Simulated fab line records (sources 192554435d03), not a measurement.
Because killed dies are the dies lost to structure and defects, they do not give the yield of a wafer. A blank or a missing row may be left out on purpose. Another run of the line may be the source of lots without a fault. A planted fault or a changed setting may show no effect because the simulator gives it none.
A struck lot beside a sound one :: flow n5 finfet :: 33 out of 1938 route steps
Sound: wafers L890.1, L890.2, L890.6. Wafers L892.2, L892.4, L892.5 were the ones struck. The cause is given at the end.
At each step with rows: each side's tool, then ch and its chambers, then its first start. Under that, the readings that differ: sound wafers :: struck wafers :: difference of the means :: sigmas: that difference in standard deviations of wafers without a fault.
alike: words and numbers the same on both sides, and readings whose means are apart by under 2 such deviations; not compared: readings that were withheld, readings missing a value for some wafer, numbers with overlapping values and no deviation given by the record, and bounds like >300 which may hide the same value.
The two part at a step that has a row with sigmas, a row that says differs or no value, or rows on one side only. Numbers that don't overlap but have no deviation are shown without sigmas and don't part them. A reading that every wafer of one side lacks parts them only if that side has two wafers or more.

first, 9 steps without rows for these wafers: N5_PASSIVATION_COAT_24; N5_PASSIVATION_EBR_26; N5_PASSIVATION_SOFTBAKE_25 (time 90 s); N5_PASSIVATION_EXPOSE_27 (exposes mask PAD, defocus 0 nm); N5_PASSIVATION_PEB_28; N5_PASSIVATION_DEVELOP_29 (develop time 60 s); N5_PASSIVATION_HARDBAKE_31 (time 120 s); N5_PASSIVATION_DESCUM_32 (chemistry O2, time 7.9 s); N5_PASSIVATION_AL_ETCH_33 (etches Al in Cl2/BCl3, stops on TaN, target depth 2800 nm, time 466.7 s).
N5_PASSIVATION_ETCH_59: etches TaN in Cl2/BCl3, target depth 65 nm, time 34.9 s.
  sound on rie metal-02 ch 0,1, day 15 06:01; struck on rie metal-02 ch 0,1, day 16 21:56
  alike: bcl3 flow sccm, drypump motor current A, oes product au, throttle valve pct
  not compared: rf hours counter h
then, 22 steps without rows for these wafers: N5_PASSIVATION_STRIP_34 (strips in O2); N5_PASSIVATION_STRIP_51 (strips in post etch residue remover, time 1200 s); N5_PASSIVATION_CLEAN_69 (cleans in IPA, time 180 s); N5_PASSIVATION_SRD_70 (time 30 s); N5_PASSIVATION_PECVD_53 (deposits SiO2 from TEOS/O2, target thk 800 nm, time 169.4 s); N5_PASSIVATION_PECVD_35 (deposits SiNx from SiH4/NH3/N2, target thk 700 nm, time 151.3 s); N5_PASSIVATION_HMDS_37 (time 60 s); N5_PASSIVATION_COAT_38; N5_PASSIVATION_EBR_40; N5_PASSIVATION_SOFTBAKE_39 (time 120 s); N5_PASSIVATION_EXPOSE_41 (exposes mask PASS OPEN, defocus 0 nm, target cd 40000 nm); N5_PASSIVATION_PEB_42; N5_PASSIVATION_DEVELOP_43 (develop time 60 s); N5_PASSIVATION_HARDBAKE_45 (time 120 s); N5_PASSIVATION_DESCUM_46 (chemistry O2, time 7.9 s); N5_PASSIVATION_PASS_ETCH_47 (etches SiNx in CF4/O2, target depth 770 nm, time 385 s); N5_PASSIVATION_ETCH_54 (etches SiO2 in CHF3/O2, target depth 880 nm, time 440 s); N5_PASSIVATION_STRIP_48 (strips in O2); N5_PASSIVATION_STRIP_52 (strips in post etch residue remover, time 1200 s); N5_PASSIVATION_CLEAN_71 (cleans in IPA, time 180 s); N5_PASSIVATION_SRD_72 (time 30 s); N5_PASSIVATION_ANNEAL_56 (time 1800 s).
N5_PASSIVATION_PROBE_49:
  only the struck wafers here have rows in the record (prober-02, day 17 02:28); the sound ones have none

WHERE THEY PART
Within this record, at N5_PASSIVATION_PROBE_49 only.

WHY: what had been put in by the simulator
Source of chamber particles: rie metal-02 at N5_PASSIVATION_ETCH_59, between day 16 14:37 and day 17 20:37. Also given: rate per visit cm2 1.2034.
